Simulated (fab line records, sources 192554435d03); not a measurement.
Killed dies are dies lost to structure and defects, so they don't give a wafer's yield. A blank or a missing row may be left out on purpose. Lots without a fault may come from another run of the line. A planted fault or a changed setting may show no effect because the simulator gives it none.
One fault seen from 2 desks | flow n5_finfet | each desk has only its own numbers; what lay behind them comes last

THE METROLOGY DESK
What the gauges read, lot by lot, whatever tool the lot ran on: means of the sampled wafers that have a number. A lot is out of limits, marked OUT, if its mean lies more than 4 standard deviations from the usual mean; the brackets give that distance.
Columns: A = cd_nm at N5_BEOL_M15_CD_MEAS_28, usual 410.0 nm
lot  | first seen here | A
L131 | day 10 21:50    | 411.7
L132 | day 11 10:57    | 411.3
L134 | day 11 12:37    | 411.3
L137 | day 12 06:47    | 408.0
L136 | day 12 14:00    | 408.0
L138 | day 13 09:16    | 412.0
L141 | day 13 15:28    | 410.3
L143 | day 13 20:13    | 410.0
L142 | day 13 22:31    | 410.8
L149 | day 16 01:56    | 407.5
L153 | day 17 01:20    | 408.8
L154 | day 17 04:41    | 408.4
This desk's finding: nothing out of limits on any of the 12 lots.

THE TOOL OWNER'S DESK: pvd_sputter-03
The tool's own readings at N5_BEOL_M9_PRE_CLEAN_45 (time 30 s): means of the sampled wafers that have a number, for each lot that ran on this tool. A lot is out of limits, marked OUT, if its mean lies more than 4 standard deviations from the usual mean; the brackets give that distance.
Columns: A = heater_power_w at N5_BEOL_M9_PRE_CLEAN_45, usual 323 W
lot  | first seen here | A
L131 | day 9 09:49     | 330
L132 | day 9 16:31     | 324
L134 | day 9 22:33     | 309
L137 | day 10 14:34    | 310
L136 | day 10 22:53    | 310
L138 | day 11 17:47    | 323
L141 | day 12 05:42    | 313
L142 | day 12 09:41    | 330
L154 | day 15 12:28    | 321
L153 | day 15 12:32    | 312
This desk's finding: nothing out of limits on any of the 10 lots.

PUT TOGETHER
The metrology desk saw nothing out of limits.
The tool owner's desk saw nothing out of limits.

WHAT THE SIMULATOR HAD PUT IN
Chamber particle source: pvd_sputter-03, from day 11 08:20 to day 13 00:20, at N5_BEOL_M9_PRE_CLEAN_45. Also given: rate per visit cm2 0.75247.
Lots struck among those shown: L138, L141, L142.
